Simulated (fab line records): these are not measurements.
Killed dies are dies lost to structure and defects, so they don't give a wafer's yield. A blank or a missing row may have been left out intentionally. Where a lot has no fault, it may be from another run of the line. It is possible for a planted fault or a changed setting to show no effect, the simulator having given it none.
8D (eight disciplines) problem report, filled in by code | flow nandHarc | the parts of the form that need people (team, actions taken, sign-off) are left out

1. THE ISSUE
At NHARC_A_M1_CMP_23, timeToEndpointS averages 13.7 s over 2 wafers from 2 lots, while fault-free wafers read 28.1 s, standard deviation 2.5. That is -5.8 standard deviations from the usual mean.
The step: polishes, t overpolish 20 s, target thk 154.34 nm.
Earliest sighting: wafer L479.5 on cmp-04 at day 29 01:05. The record has a number at this step for 39 wafers belonging to 13 lots. By rule, "out" or "out of limits" means more than 4 standard deviations away from the usual mean. Any other wafer with a number is counted as sound.

2. WHAT IT IS, AND WHAT IT ISN'T
question                    | is                | is not
which readings at this step | timeToEndpointS   | motorCurrentA, retainingRingPressureFrac
which lots                  | L479, L480        | L466, L467, L468, L469, L472, L473, L484, L485, L486, L488, L489
which wafers of those lots  | L479.5, L480.5    | L479.1, L479.6, L480.3, L480.6
read on which tools         | cmp-04            | cmp-01, cmp-02
when                        | from day 29 01:05 | up to then (20 sound wafers); but 17 sound wafers of L480, L484, L485, L486, L488, L489 came after

3. WHAT RULES OUT EACH SUSPECT
Counting: if a tool at a process step up to the reading ran every lot that is out, it stays a suspect. Sound lots after the first of them don't rule it out here, since some wafers of a struck lot are sound.
- ecdCu-02 at NHARC_A_M1_ECD_22 (material Cu, target thk 400 nm): kept. Ran every lot that is out, first one L479 (day 29 00:20); last sound lot up to then L473 (day 25 13:41).
- cmp-04 at NHARC_A_M1_CMP_23 (polishes, t overpolish 20 s, target thk 154.34 nm): kept. Ran every lot that is out, first one L479 (day 29 01:05); last sound lot up to then L472 (day 25 15:38). Its own readings are out on those wafers: timeToEndpointS.
The count leaves cmp-04 at NHARC_A_M1_CMP_23 and ecdCu-02 at NHARC_A_M1_ECD_22.

4. THE CAUSE (what the simulator had put in)
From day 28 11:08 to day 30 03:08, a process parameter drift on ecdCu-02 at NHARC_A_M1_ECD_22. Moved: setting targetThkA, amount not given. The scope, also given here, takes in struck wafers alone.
Of the 2 suspects that counting leaves, this tool is one.

5. THE CHAIN OF EFFECTS, in route order
Each row: a reading where the mean over the struck wafers with a number is more than 3 standard deviations away from the usual. Scope: only readings with a usual standard deviation given in the record; hours: median across lots of the time from each lot's start at the first step in this table that gives one to its start at this step; sigmas: change in usual standard deviations.
hours | step              | reading         | usual  | on struck wafers | change | sigmas
0     | NHARC_A_M1_CMP_23 | timeToEndpointS | 28.1 s | 13.7             | -14.4  | -5.8
The process steps in it:
- NHARC_A_M1_CMP_23: polishes, t overpolish 20 s, target thk 154.34 nm.
Readings that are blank on the struck wafers while sound wafers have them: padLifeWafers at NHARC_A_M1_CMP_23.
Later steps that measure or inspect, where all struck wafers having a row at the step show a number for every such reading and not one has moved that far: NHARC_END_SORT_01.

6. HOW IT WOULD HAVE BEEN CAUGHT EARLIER
In this record no reading fell out of limits until day 29 01:05, 14 hours after the fault had begun at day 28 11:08.
Lots out: 2; of these, L480 started NHARC_A_M1_ECD_22 on ecdCu-02 after day 29 01:05. Had the tool been put on hold then, it would have been spared.
